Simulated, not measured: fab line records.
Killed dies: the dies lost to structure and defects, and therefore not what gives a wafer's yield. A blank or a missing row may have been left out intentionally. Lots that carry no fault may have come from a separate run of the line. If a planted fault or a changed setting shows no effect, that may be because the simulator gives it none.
fab line records | flow n5-finfet | part 1 of 2: steps 1 to 4 of 6
record: lots: 22 | wafers: 66 | last-day: 20
route steps=1938 shown BEOL_M0@746 BEOL_M1@768
lots with no fault: from the same line, run without faults
start-h: start of the lot's first displayed wafer, in hours after the record's first day | wait-h: time in hours since the lot's previous step | " unchanged from the row above | L1.1+2: one row covering several wafers at once | - either no value or no given start | * or withheld: withheld | < > ~ a bound
route shown NAME@n: a module of which the file shows steps, and the number in the route of the first | usual: mean/standard deviation taken from wafers without a fault | same: alike in all rows | chamber/n: place in a boat | sites: readings site by site | _std_site: standard deviation of those values | _edge_site: inner sites' mean taken away from outer sites' mean | radius-mm: how far each site lies from the wafer's centre | mask NAME#n: copy n | behind: the most recent tool/chamber to have shaped the wafer | hold: what put the lot on hold/how long, in hours/how the hold closed | device: which transistor (n, p or np) failed to switch | end of line: the same wafers' tests at the end of the route | for a step that has no rows: nothing shown but its recipe | killed: at the first sort, the dies lost to defects and structure; wafer yield is something else | map: a wafer's dies, x killed, . not, _ none there
set.NAME: the setting the step ran with; set.NAME@STEP: the setting that earlier step ran with | model.NAME: the simulator's own value behind a step, which no gauge read
steps of the route over a sample of lots; a table a step, a row a wafer
services: a tool's chamber out of use, with start hour (start-h, from the record's first day; less than 0 if before it), hours out, and reason
== steps ==
step: N5_BEOL_M0_CO_CAP_123
recipe: material: Co | target-thk-a: 20 | temp-c: 200 | precursor: CCTBA/H2 | pressure-torr: 30 | time-s: 102.1
usual: heater-power-w: 238/23 | susceptor-temp-C: 199.98/0.16
lot.wafer | tool      | chamber | start-h | wait-h | heater-power-w | susceptor-temp-C
L074.2    | cvd-co-01 | 1       | 119.36  | 0.0    | 253            | 199.95
L074.3    | "         | 2       | "       | "      | 214            | 199.92
L074.5    | "         | 2       | "       | "      | 209            | 200.13
L075.1    | cvd-co-02 | 0       | 128.05  | 0.0    | 287            | 199.62
L075.5    | "         | 0       | "       | "      | 284            | 199.85
L075.6    | "         | 2       | "       | "      | 241            | 200.04
L077.4    | cvd-co-01 | 2       | 137.05  | 0.0    | 215            | 200.01
L077.5    | "         | 0       | "       | "      | 220            | 199.92
L077.6    | "         | 1       | "       | "      | 243            | 199.90
L078.1    | cvd-co-01 | 0       | 143.53  | 0.0    | 219            | 199.92
L078.2    | "         | 2       | "       | "      | 216            | 200.06
L078.6    | "         | 1       | "       | "      | 251            | 199.86
L079.3    | cvd-co-01 | 2       | 152.92  | 0.0    | 213            | 199.96
L079.5    | "         | 2       | "       | "      | 213            | 200.01
L079.6    | "         | 1       | "       | "      | 250            | 200.06
L080.3    | cvd-co-01 | 1       | 155.57  | 0.0    | 248            | 200.24
L080.4    | "         | 0       | "       | "      | 218            | 200.06
L080.6    | "         | 2       | "       | "      | 214            | 200.13
L082.2    | cvd-co-01 | 2       | 167.54  | 0.0    | 219            | 199.61
L082.4    | "         | 2       | "       | "      | 217            | 199.69
L082.5    | "         | 1       | "       | "      | 251            | 199.93
L083.2    | cvd-co-01 | 2       | 177.70  | 0.0    | 215            | 199.90
L083.5    | "         | 1       | "       | "      | 253            | 199.92
L083.6    | "         | 2       | "       | "      | 216            | 200.01
L084.1    | cvd-co-01 | 2       | 182.49  | 0.0    | 216            | 199.97
L084.3    | "         | 1       | "       | "      | 249            | 199.63
L084.4    | "         | 2       | "       | "      | 214            | 200.04
L085.1    | cvd-co-01 | 1       | 185.47  | 0.0    | 255            | 199.86
L085.2    | "         | 2       | "       | "      | 222            | 200.34
L085.5    | "         | 2       | "       | "      | 215            | 199.95
L086.2    | cvd-co-02 | 1       | 195.59  | 0.0    | 243            | 200.23
L086.4    | "         | 1       | "       | "      | 241            | 200.08
L086.6    | "         | 2       | "       | "      | 241            | 200.04
L087.2    | cvd-co-01 | 1       | 197.95  | 0.0    | 250            | 200.25
L087.5    | "         | 0       | "       | "      | 217            | 200.06
L087.6    | "         | 1       | "       | "      | 254            | 200.01
L088.1    | cvd-co-02 | 0       | 203.21  | 0.0    | 285            | 199.73
L088.2    | "         | 1       | "       | "      | 244            | 200.19
L088.4    | "         | 0       | "       | "      | 288            | 199.84
L089.1    | cvd-co-02 | 1       | 209.71  | 0.0    | 244            | 199.89
L089.2    | "         | 0       | "       | "      | 296            | 200.11
L089.6    | "         | 2       | "       | "      | 237            | 200.02
L090.2    | cvd-co-02 | 0       | 226.63  | 0.0    | 292            | 200.01
L090.4    | "         | 2       | "       | "      | 242            | 200.29
L090.6    | "         | 0       | "       | "      | 298            | 199.97
L091.2    | cvd-co-02 | 1       | 229.66  | 0.0    | 246            | 199.80
L091.4    | "         | 2       | "       | "      | 240            | 199.95
L091.6    | "         | 0       | "       | "      | 289            | 199.96
L092.3    | cvd-co-01 | 2       | 236.90  | 0.0    | 218            | 199.92
L092.4    | "         | 2       | "       | "      | 216            | 200.01
L092.5    | "         | 1       | "       | "      | 253            | 200.09
L093.1    | cvd-co-02 | 1       | 239.39  | 0.0    | 245            | 199.95
L093.2    | "         | 0       | "       | "      | 289            | 200.26
L093.5    | "         | 1       | "       | "      | 247            | 199.85
L094.2    | cvd-co-01 | 0       | 245.49  | 0.0    | 219            | 200.17
L094.3    | "         | 1       | "       | "      | 251            | 199.71
L094.5    | "         | 2       | "       | "      | 221            | 199.64
L095.1    | cvd-co-01 | 1       | 246.58  | 0.0    | 248            | 200.04
L095.4    | "         | 0       | "       | "      | 218            | 199.83
L095.5    | "         | 2       | "       | "      | 216            | 200.10
L096.1    | cvd-co-01 | 2       | 261.42  | 0.0    | 210            | 200.03
L096.4    | "         | 2       | "       | "      | 218            | 199.98
L096.6    | "         | 2       | "       | "      | 215            | 199.95
L097.1    | cvd-co-01 | 1       | 271.69  | 0.0    | 250            | 200.10
L097.4    | "         | 0       | "       | "      | 221            | 200.15
L097.6    | "         | 1       | "       | "      | 249            | 200.07
step: N5_BEOL_M1_ETCH_74
recipe: chemistry: N2/H2 | target: underlayer | target-depth-a: 65 | mask-material: CAR-EUV | time-s: 5.2 | ion-energy-ev: 200 | pressure-mtorr: 30 | source-w: 840 | bias-w: 150 | n2-flow-sccm: 200 | h2-flow-sccm: 200 | ends: cleared
usual: drypump-motor-current-A: 5.4/0.45 | etch-rf-on-time-s: 5.22/0.088 | oes-product-au: 0.64/0.057 | rf-vpp-V: 525.0/2.5 | showerhead-plenum-p-Torr: 2.59/0.083 | throttle-valve-pct: 17.90/0.24
lot.wafer | tool        | chamber | start-h | wait-h | drypump-motor-current-A | etch-rf-on-time-s | oes-product-au | rf-hours-counter-h | rf-vpp-V | showerhead-plenum-p-Torr | throttle-valve-pct
L074.2    | rie-diel-04 | 1       | 120.35  | 0.0    | 6.1                     | 5.16              | 0.60           | 215                | 517.9    | 2.41                     | 17.86
L074.3    | "           | 3       | "       | "      | 5.6                     | 5.16              | 0.67           | 119                | 524.7    | 2.55                     | 17.69
L074.5    | "           | 1       | "       | "      | 6.1                     | 5.23              | 0.59           | -                  | 520.9    | 2.41                     | 17.85
L075.1    | rie-diel-01 | 3       | 129.07  | 0.0    | 4.6                     | 5.28              | 0.63           | 156                | 527.9    | 2.65                     | 17.65
L075.5    | "           | 1       | "       | "      | 5.7                     | 5.33              | 0.61           | -                  | 525.9    | 2.62                     | 18.19
L075.6    | "           | 2       | "       | "      | 5.0                     | 5.16              | 0.66           | -                  | 523.9    | 2.55                     | 17.93
L077.4    | rie-diel-04 | 1       | 138.78  | 0.0    | 6.1                     | 5.27              | 0.59           | 221                | 520.2    | 2.41                     | 17.88
L077.5    | "           | 1       | "       | "      | 6.1                     | 5.28              | 0.58           | -                  | 520.6    | 2.41                     | 17.87
L077.6    | "           | 2       | "       | "      | 5.5                     | 5.32              | 0.62           | -                  | 524.5    | 2.53                     | 17.91
L078.1    | rie-diel-01 | 0       | 144.93  | 0.0    | 5.5                     | 5.17              | 0.65           | 135                | 524.5    | 2.66                     | 17.68
L078.2    | "           | 1       | "       | "      | 5.8                     | 5.23              | 0.61           | 221                | 527.6    | 2.62                     | 18.22
L078.6    | "           | 0       | "       | "      | 5.5                     | 5.10              | 0.66           | -                  | 527.9    | 2.66                     | 17.65
L079.3    | rie-diel-04 | 2       | 155.56  | 0.0    | 5.5                     | 5.37              | 0.61           | 182                | 520.6    | 2.53                     | 17.92
L079.5    | "           | 2       | "       | "      | 5.5                     | 5.37              | 0.61           | -                  | 524.1    | 2.53                     | 17.96
L079.6    | "           | 3       | "       | "      | 5.6                     | 5.18              | 0.66           | -                  | 522.6    | 2.55                     | 17.68
L080.3    | rie-diel-02 | 3       | 156.66  | 0.0    | 5.5                     | 5.24              | 0.70           | 75                 | 526.5    | 2.69                     | 17.57
L080.4    | "           | 0       | "       | "      | 5.0                     | 5.29              | 0.59           | 189                | 524.3    | 2.64                     | 17.99
L080.6    | "           | 1       | "       | "      | 5.1                     | 5.23              | 0.64           | -                  | 526.2    | 2.66                     | 17.63
L082.2    | rie-diel-04 | 2       | 169.81  | 0.0    | 5.5                     | 5.29              | 0.62           | 186                | 524.6    | 2.52                     | 17.94
L082.4    | "           | 0       | "       | "      | 6.1                     | 5.35              | 0.59           | 243                | 526.6    | 2.61                     | 18.20
L082.5    | "           | 3       | "       | "      | 5.6                     | 5.11              | 0.67           | -                  | 525.8    | 2.54                     | 17.70
L083.2    | rie-diel-01 | 1       | 180.26  | 0.0    | 5.8                     | 5.35              | 0.59           | 231                | 529.2    | 2.62                     | 18.24
L083.5    | "           | 1       | "       | "      | 5.8                     | 5.33              | 0.59           | -                  | 528.1    | 2.62                     | 18.23
L083.6    | "           | 0       | "       | "      | 5.5                     | 5.20              | 0.65           | -                  | 526.0    | 2.65                     | 17.68
L084.1    | rie-diel-04 | 0       | 184.85  | 0.0    | 6.1                     | 5.38              | 0.59           | 248                | 525.1    | 2.61                     | 18.21
L084.3    | "           | 2       | "       | "      | 5.5                     | 5.33              | 0.61           | 193                | 526.5    | 2.52                     | 17.97
L084.4    | "           | 0       | "       | "      | 6.1                     | 5.38              | 0.58           | -                  | 526.6    | 2.61                     | 18.20
L085.1    | rie-diel-02 | 0       | 186.90  | 0.0    | 5.0                     | 5.22              | 0.60           | 200                | 524.6    | 2.64                     | 17.99
L085.2    | "           | 3       | "       | "      | 5.5                     | 5.09              | 0.69           | 80                 | 526.4    | 2.69                     | 17.56
L085.5    | "           | 3       | "       | "      | 5.5                     | 5.21              | 0.70           | -                  | 526.6    | 2.69                     | 17.57
L086.2    | rie-diel-02 | 0       | 196.81  | 0.0    | 5.0                     | 5.28              | 0.58           | 202                | 526.1    | 2.63                     | 18.02
L086.4    | "           | 3       | "       | "      | 5.5                     | 5.18              | 0.70           | 83                 | 527.9    | 2.68                     | 17.57
L086.6    | "           | 3       | "       | "      | 5.5                     | 5.15              | 0.69           | -                  | 526.5    | 2.68                     | 17.58
L087.2    | rie-diel-02 | 1       | 199.01  | 0.0    | 5.1                     | 5.30              | 0.64           | 156                | 528.8    | 2.65                     | 17.69
L087.5    | "           | 1       | "       | "      | 5.1                     | 5.27              | 0.63           | -                  | 526.0    | 2.65                     | 17.66
L087.6    | "           | 2       | "       | "      | 4.8                     | 5.09              | 0.72           | -                  | 527.0    | 2.68                     | 18.38
L088.1    | rie-diel-04 | 3       | 207.27  | 0.0    | 5.6                     | 5.08              | 0.65           | 149                | 524.6    | 2.54                     | 17.74
L088.2    | "           | 1       | "       | "      | 6.1                     | 5.17              | 0.59           | 241                | 519.2    | 2.40                     | 17.93
L088.4    | "           | 1       | "       | "      | 6.1                     | 5.21              | 0.57           | -                  | 520.5    | 2.40                     | 17.90
L089.1    | rie-diel-01 | 2       | 212.70  | 0.0    | 5.0                     | 5.11              | 0.65           | 161                | 523.8    | 2.54                     | 17.97
L089.2    | "           | 0       | "       | "      | 5.5                     | 5.15              | 0.63           | 154                | 526.4    | 2.65                     | 17.71
L089.6    | "           | 0       | "       | "      | 5.5                     | 5.14              | 0.65           | -                  | 526.8    | 2.65                     | 17.71
L090.2    | rie-diel-04 | 0       | 230.54  | 0.0    | 6.1                     | 5.19              | 0.82           | 6                  | 522.4    | 2.61                     | 17.79
L090.4    | "           | 3       | "       | "      | 5.6                     | 5.14              | 0.65           | 156                | 524.4    | 2.53                     | 17.77
L090.6    | "           | 0       | "       | "      | 6.1                     | 5.22              | 0.82           | -                  | 524.9    | 2.61                     | 17.80
L091.2    | rie-diel-02 | 2       | 231.25  | 0.0    | 4.9                     | 5.01              | 0.71           | 88                 | 526.6    | 2.68                     | 18.41
L091.4    | "           | 3       | "       | "      | 5.5                     | 5.14              | 0.69           | 91                 | 525.6    | 2.68                     | 17.60
L091.6    | "           | 2       | "       | "      | 4.8                     | 5.06              | 0.71           | -                  | 524.4    | 2.68                     | 18.40
L092.3    | rie-diel-02 | 3       | 240.07  | 0.0    | 5.5                     | 5.22              | 0.68           | 94                 | 527.7    | 2.68                     | 17.59
L092.4    | "           | 2       | "       | "      | 4.8                     | 5.15              | 0.69           | 91                 | 527.3    | 2.68                     | 18.39
L092.5    | "           | 3       | "       | "      | 5.5                     | 5.25              | 0.68           | -                  | 529.0    | 2.68                     | 17.60
L093.1    | rie-diel-02 | 1       | 241.73  | 0.0    | 5.0                     | 5.19              | 0.63           | 168                | 527.0    | 2.65                     | 17.68
L093.2    | "           | 3       | "       | "      | 5.5                     | 5.26              | 0.67           | 94                 | 526.0    | 2.68                     | 17.57
L093.5    | "           | 0       | "       | "      | 5.1                     | 5.28              | 0.57           | -                  | 525.8    | 2.63                     | 18.05
L094.2    | rie-diel-01 | 2       | 248.24  | 0.0    | 5.0                     | 5.28              | 0.63           | 171                | 524.7    | 2.53                     | 18.01
L094.3    | "           | 1       | "       | "      | 5.8                     | 5.36              | 0.58           | 249                | 525.7    | 2.61                     | 18.27
L094.5    | "           | 3       | "       | "      | 4.7                     | 5.35              | 0.61           | -                  | 525.9    | 2.64                     | 17.72
L095.1    | rie-diel-04 | 0       | 248.63  | 0.0    | 6.1                     | 5.17              | 0.81           | 12                 | 523.6    | 2.60                     | 17.82
L095.4    | "           | 3       | "       | "      | 5.7                     | 5.09              | 0.65           | -                  | 524.4    | 2.53                     | 17.76
L095.5    | "           | 2       | "       | "      | 5.5                     | 5.31              | 0.59           | -                  | 522.2    | 2.51                     | 18.01
L096.1    | rie-diel-04 | 2       | 263.05  | 0.0    | 5.5                     | 5.29              | 0.59           | 221                | 521.8    | 2.51                     | 17.99
L096.4    | "           | 0       | "       | "      | 6.1                     | 5.15              | 0.79           | 17                 | 523.5    | 2.60                     | 17.84
L096.6    | "           | 1       | "       | "      | 6.1                     | 5.07              | 0.84           | -                  | 530.0    | 2.72                     | 17.53
L097.1    | rie-diel-02 | 2       | 274.29  | 0.0    | 4.8                     | 5.08              | 0.70           | 101                | 526.6    | 2.68                     | 18.43
L097.4    | "           | 3       | "       | "      | 5.5                     | 5.08              | 0.69           | 103                | 527.1    | 2.67                     | 17.61
L097.6    | "           | 2       | "       | "      | 4.8                     | 5.09              | 0.69           | -                  | 527.6    | 2.68                     | 18.41
step: N5_BEOL_M1_ETCH_63
recipe: chemistry: CF4 | target: SiARC | target-depth-a: 156 | mask-material: CAR-EUV | time-s: 26 | ion-energy-ev: 80 | pressure-mtorr: 40 | source-w: 545 | bias-w: 36 | Ar_flow_sccm: 100 | cf4-flow-sccm: 100 | ends: cleared
usual: drypump-motor-current-A: 5.4/0.45 | etch-rf-on-time-s: 26.2/0.44 | oes-product-au: 0.64/0.058 | rf-vpp-V: 184.6/1.1 | showerhead-plenum-p-Torr: 2.18/0.065 | throttle-valve-pct: 15.65/0.2
lot.wafer | tool        | chamber | start-h | wait-h | drypump-motor-current-A | etch-rf-on-time-s | oes-product-au | rf-hours-counter-h | rf-vpp-V | showerhead-plenum-p-Torr | throttle-valve-pct
L074.2    | rie-diel-04 | 1       | 120.36  | 0.0    | 6.1                     | 26.2              | 0.59           | 215                | 182.4    | 2.04                     | 15.72
L074.3    | "           | 3       | "       | "      | 5.6                     | 25.6              | 0.67           | 119                | 183.0    | 2.15                     | 15.46
L074.5    | "           | 1       | "       | "      | 6.1                     | 26.4              | 0.59           | -                  | 182.7    | 2.04                     | 15.72
L075.1    | rie-diel-01 | 3       | 129.09  | 0.0    | 4.7                     | 25.9              | 0.65           | 156                | 186.0    | 2.23                     | 15.48
L075.5    | "           | 1       | "       | "      | 5.8                     | 26.3              | 0.61           | -                  | 184.8    | 2.21                     | 15.92
L075.6    | "           | 2       | "       | "      | 5.0                     | 25.4              | 0.66           | -                  | 184.7    | 2.15                     | 15.74
L077.4    | rie-diel-04 | 1       | 138.79  | 0.0    | 6.1                     | 26.3              | 0.59           | 221                | 181.9    | 2.04                     | 15.73
L077.5    | "           | 1       | "       | "      | 6.1                     | 26.1              | 0.58           | -                  | 183.5    | 2.04                     | 15.74
L077.6    | "           | 2       | "       | "      | 5.5                     | 27.1              | 0.61           | -                  | 182.9    | 2.13                     | 15.70
L078.1    | rie-diel-01 | 0       | 144.95  | 0.0    | 5.5                     | 25.9              | 0.65           | 135                | 185.9    | 2.24                     | 15.42
L078.2    | "           | 1       | "       | "      | 5.7                     | 26.6              | 0.61           | 221                | 185.6    | 2.21                     | 15.93
L078.6    | "           | 0       | "       | "      | 5.5                     | 25.8              | 0.65           | -                  | 184.7    | 2.23                     | 15.43
L079.3    | rie-diel-04 | 2       | 155.57  | 0.0    | 5.5                     | 26.7              | 0.62           | 182                | 184.0    | 2.13                     | 15.70
L079.5    | "           | 2       | "       | "      | 5.5                     | 26.6              | 0.61           | -                  | 182.2    | 2.13                     | 15.71
L079.6    | "           | 3       | "       | "      | 5.6                     | 25.5              | 0.67           | -                  | 183.8    | 2.15                     | 15.47
L080.3    | rie-diel-02 | 3       | 156.68  | 0.0    | 5.5                     | 26.2              | 0.70           | 75                 | 185.5    | 2.25                     | 15.35
L080.4    | "           | 0       | "       | "      | 5.0                     | 26.6              | 0.59           | 189                | 184.2    | 2.21                     | 15.74
L080.6    | "           | 1       | "       | "      | 5.0                     | 26.0              | 0.66           | -                  | 184.7    | 2.24                     | 15.39
L082.2    | rie-diel-04 | 2       | 169.82  | 0.0    | 5.5                     | 26.5              | 0.62           | 186                | 184.3    | 2.13                     | 15.70
L082.4    | "           | 0       | "       | "      | 6.1                     | 26.8              | 0.59           | 243                | 185.0    | 2.19                     | 15.94
L082.5    | "           | 3       | "       | "      | 5.6                     | 25.7              | 0.67           | -                  | 182.0    | 2.15                     | 15.46
L083.2    | rie-diel-01 | 1       | 180.28  | 0.0    | 5.8                     | 26.3              | 0.60           | 231                | 186.5    | 2.20                     | 15.94
L083.5    | "           | 1       | "       | "      | 5.8                     | 26.4              | 0.60           | -                  | 185.0    | 2.20                     | 15.96
L083.6    | "           | 0       | "       | "      | 5.5                     | 26.2              | 0.64           | -                  | 183.9    | 2.23                     | 15.43
L084.1    | rie-diel-04 | 0       | 184.87  | 0.0    | 6.1                     | 26.7              | 0.58           | 248                | 184.3    | 2.19                     | 15.96
L084.3    | "           | 2       | "       | "      | 5.5                     | 26.5              | 0.60           | 193                | 184.0    | 2.12                     | 15.72
L084.4    | "           | 0       | "       | "      | 6.1                     | 26.7              | 0.58           | -                  | 183.7    | 2.19                     | 15.95
L085.1    | rie-diel-02 | 0       | 186.92  | 0.0    | 5.0                     | 26.6              | 0.58           | 200                | 184.5    | 2.21                     | 15.77
L085.2    | "           | 3       | "       | "      | 5.5                     | 26.6              | 0.69           | 80                 | 185.8    | 2.25                     | 15.36
L085.5    | "           | 3       | "       | "      | 5.5                     | 26.3              | 0.69           | -                  | 185.0    | 2.25                     | 15.37
L086.2    | rie-diel-02 | 0       | 196.83  | 0.0    | 5.1                     | 26.5              | 0.59           | 202                | 185.3    | 2.20                     | 15.76
L086.4    | "           | 3       | "       | "      | 5.5                     | 26.0              | 0.70           | 83                 | 185.2    | 2.25                     | 15.36
L086.6    | "           | 3       | "       | "      | 5.5                     | 26.0              | 0.69           | -                  | 185.1    | 2.25                     | 15.35
L087.2    | rie-diel-02 | 1       | 199.03  | 0.0    | 5.0                     | 25.9              | 0.64           | 156                | 184.4    | 2.23                     | 15.42
L087.5    | "           | 1       | "       | "      | 5.1                     | 25.9              | 0.64           | -                  | 187.3    | 2.23                     | 15.42
L087.6    | "           | 2       | "       | "      | 4.8                     | 25.2              | 0.72           | -                  | 185.3    | 2.25                     | 15.96
L088.1    | rie-diel-04 | 3       | 207.29  | 0.0    | 5.6                     | 25.6              | 0.65           | 149                | 184.4    | 2.14                     | 15.49
L088.2    | "           | 1       | "       | "      | 6.1                     | 26.2              | 0.58           | 241                | 182.8    | 2.03                     | 15.74
L088.4    | "           | 1       | "       | "      | 6.1                     | 26.4              | 0.57           | -                  | 183.1    | 2.03                     | 15.77
L089.1    | rie-diel-01 | 2       | 212.71  | 0.0    | 5.0                     | 25.6              | 0.65           | 161                | 184.3    | 2.14                     | 15.79
L089.2    | "           | 0       | "       | "      | 5.4                     | 25.8              | 0.64           | 154                | 184.3    | 2.23                     | 15.46
L089.6    | "           | 0       | "       | "      | 5.5                     | 25.5              | 0.64           | -                  | 184.4    | 2.23                     | 15.46
L090.2    | rie-diel-04 | 0       | 230.56  | 0.0    | 6.1                     | 26.2              | 0.83           | 6                  | 183.5    | 2.19                     | 15.46
L090.4    | "           | 3       | "       | "      | 5.7                     | 25.8              | 0.64           | 156                | 183.5    | 2.14                     | 15.52
L090.6    | "           | 0       | "       | "      | 6.1                     | 26.3              | 0.82           | -                  | 185.1    | 2.19                     | 15.46
L091.2    | rie-diel-02 | 2       | 231.26  | 0.0    | 4.8                     | 25.9              | 0.70           | 88                 | 185.8    | 2.25                     | 15.97
L091.4    | "           | 3       | "       | "      | 5.5                     | 26.3              | 0.68           | 91                 | 185.4    | 2.25                     | 15.38
L091.6    | "           | 2       | "       | "      | 4.8                     | 26.0              | 0.70           | -                  | 186.3    | 2.25                     | 15.97
L092.3    | rie-diel-02 | 3       | 240.08  | 0.0    | 5.5                     | 25.8              | 0.69           | 94                 | 184.7    | 2.24                     | 15.40
L092.4    | "           | 2       | "       | "      | 4.8                     | 25.5              | 0.70           | 91                 | 185.5    | 2.25                     | 15.97
L092.5    | "           | 3       | "       | "      | 5.5                     | 26.1              | 0.68           | -                  | 185.3    | 2.25                     | 15.39
L093.1    | rie-diel-02 | 1       | 241.74  | 0.0    | 5.0                     | 26.0              | 0.63           | 168                | 185.2    | 2.23                     | 15.44
L093.2    | "           | 3       | "       | "      | 5.5                     | 26.1              | 0.69           | 94                 | 184.8    | 2.25                     | 15.38
L093.5    | "           | 0       | "       | "      | 5.1                     | 26.4              | 0.58           | -                  | 185.6    | 2.20                     | 15.78
L094.2    | rie-diel-01 | 2       | 248.26  | 0.0    | 5.0                     | 26.0              | 0.64           | 171                | 182.8    | 2.14                     | 15.79
L094.3    | "           | 1       | "       | "      | 5.8                     | 26.8              | 0.58           | 249                | 184.9    | 2.20                     | 15.98
L094.5    | "           | 3       | "       | "      | 4.6                     | 26.5              | 0.61           | -                  | 185.5    | 2.22                     | 15.54
L095.1    | rie-diel-04 | 0       | 248.65  | 0.0    | 6.1                     | 26.5              | 0.81           | 12                 | 184.3    | 2.18                     | 15.50
L095.4    | "           | 3       | "       | "      | 5.6                     | 25.7              | 0.64           | -                  | 184.2    | 2.14                     | 15.53
L095.5    | "           | 2       | "       | "      | 5.5                     | 26.5              | 0.60           | -                  | 182.7    | 2.12                     | 15.75
L096.1    | rie-diel-04 | 2       | 263.07  | 0.0    | 5.5                     | 26.7              | 0.59           | 221                | 184.8    | 2.12                     | 15.78
L096.4    | "           | 0       | "       | "      | 6.1                     | 26.0              | 0.80           | 17                 | 185.0    | 2.18                     | 15.50
L096.6    | "           | 1       | "       | "      | 6.1                     | 25.7              | 0.85           | -                  | 184.6    | 2.28                     | 15.30
L097.1    | rie-diel-02 | 2       | 274.31  | 0.0    | 4.9                     | 25.5              | 0.70           | 101                | 185.5    | 2.24                     | 15.99
L097.4    | "           | 3       | "       | "      | 5.5                     | 26.2              | 0.67           | 103                | 186.7    | 2.24                     | 15.40
L097.6    | "           | 2       | "       | "      | 4.8                     | 25.6              | 0.70           | -                  | 185.6    | 2.24                     | 15.99
step: N5_BEOL_M1_OVL_MEAS_29
recipe: points-per-wafer: 522
usual: V0_OVL: -0.5/0.63
lot.wafer | tool       | chamber | start-h | wait-h | V0_OVL[nm]
L074.2    | overlay-02 | 0       | 121.10  | 0.0    | 0.3
L074.3    | "          | 0       | "       | "      | 0.4
L074.5    | "          | 0       | "       | "      | 0.3
L075.1    | overlay-01 | 0       | 129.98  | 0.0    | 0.0
L075.5    | "          | 0       | "       | "      | 0.0
L075.6    | "          | 0       | "       | "      | -0.1
L077.4    | overlay-01 | 0       | 140.25  | 0.0    | -1.1
L077.5    | "          | 0       | "       | "      | -1.2
L077.6    | "          | 0       | "       | "      | -0.8
L078.1    | overlay-01 | 0       | 145.80  | 0.0    | -1.5
L078.2    | "          | 0       | "       | "      | 0.3
L078.6    | "          | 0       | "       | "      | -1.1
L079.3    | overlay-01 | 0       | 156.36  | 0.0    | -0.5
L079.5    | "          | 0       | "       | "      | -0.1
L079.6    | "          | 0       | "       | "      | -1.0
L080.3    | overlay-01 | 0       | 157.54  | 0.0    | -0.6
L080.4    | "          | 0       | "       | "      | -0.7
L080.6    | "          | 0       | "       | "      | -0.6
L082.2    | overlay-01 | 0       | 170.58  | 0.0    | -0.1
L082.4    | "          | 0       | "       | "      | -0.4
L082.5    | "          | 0       | "       | "      | 0.3
L083.2    | overlay-01 | 0       | 181.07  | 0.0    | -0.7
L083.5    | "          | 0       | "       | "      | -1.3
L083.6    | "          | 0       | "       | "      | -0.4
L084.1    | overlay-02 | 0       | 185.72  | 0.0    | 0.7
L084.3    | "          | 0       | "       | "      | -0.3
L084.4    | "          | 0       | "       | "      | -0.1
L085.1    | overlay-02 | 0       | 187.75  | 0.0    | -1.0
L085.2    | "          | 0       | "       | "      | -0.6
L085.5    | "          | 0       | "       | "      | -0.7
L086.2    | overlay-02 | 0       | 197.66  | 0.0    | 0.6
L086.4    | "          | 0       | "       | "      | -0.7
L086.6    | "          | 0       | "       | "      | -0.4
L087.2    | overlay-01 | 0       | 199.89  | 0.0    | 0.1
L087.5    | "          | 0       | "       | "      | 0.1
L087.6    | "          | 0       | "       | "      | -0.5
L088.1    | overlay-02 | 0       | 208.18  | 0.0    | -1.0
L088.2    | "          | 0       | "       | "      | -0.7
L088.4    | "          | 0       | "       | "      | -1.6
L089.1    | overlay-02 | 0       | 213.48  | 0.0    | -0.4
L089.2    | "          | 0       | "       | "      | 0.7
L089.6    | "          | 0       | "       | "      | 1.0
L090.2    | overlay-01 | 0       | 231.42  | 0.0    | 0.1
L090.4    | "          | 0       | "       | "      | -0.2
L090.6    | "          | 0       | "       | "      | 0.4
L091.2    | overlay-02 | 0       | 231.99  | 0.0    | -0.8
L091.4    | "          | 0       | "       | "      | -1.2
L091.6    | "          | 0       | "       | "      | -1.2
L092.3    | overlay-01 | 0       | 240.95  | 0.0    | -1.0
L092.4    | "          | 0       | "       | "      | -0.4
L092.5    | "          | 0       | "       | "      | -0.5
L093.1    | overlay-01 | 0       | 242.53  | 0.0    | -0.8
L093.2    | "          | 0       | "       | "      | -0.9
L093.5    | "          | 0       | "       | "      | -1.4
L094.2    | overlay-02 | 0       | 248.99  | 0.0    | -1.3
L094.3    | "          | 0       | "       | "      | -0.9
L094.5    | "          | 0       | "       | "      | -1.0
L095.1    | overlay-01 | 0       | 249.38  | 0.0    | -0.8
L095.4    | "          | 0       | "       | "      | 0.1
L095.5    | "          | 0       | "       | "      | 0.1
L096.1    | overlay-02 | 0       | 263.79  | 0.0    | -0.2
L096.4    | "          | 0       | "       | "      | -0.9
L096.6    | "          | 0       | "       | "      | -1.2
L097.1    | overlay-01 | 0       | 275.03  | 0.0    | 0.6
L097.4    | "          | 0       | "       | "      | 0.0
L097.6    | "          | 0       | "       | "      | -0.2
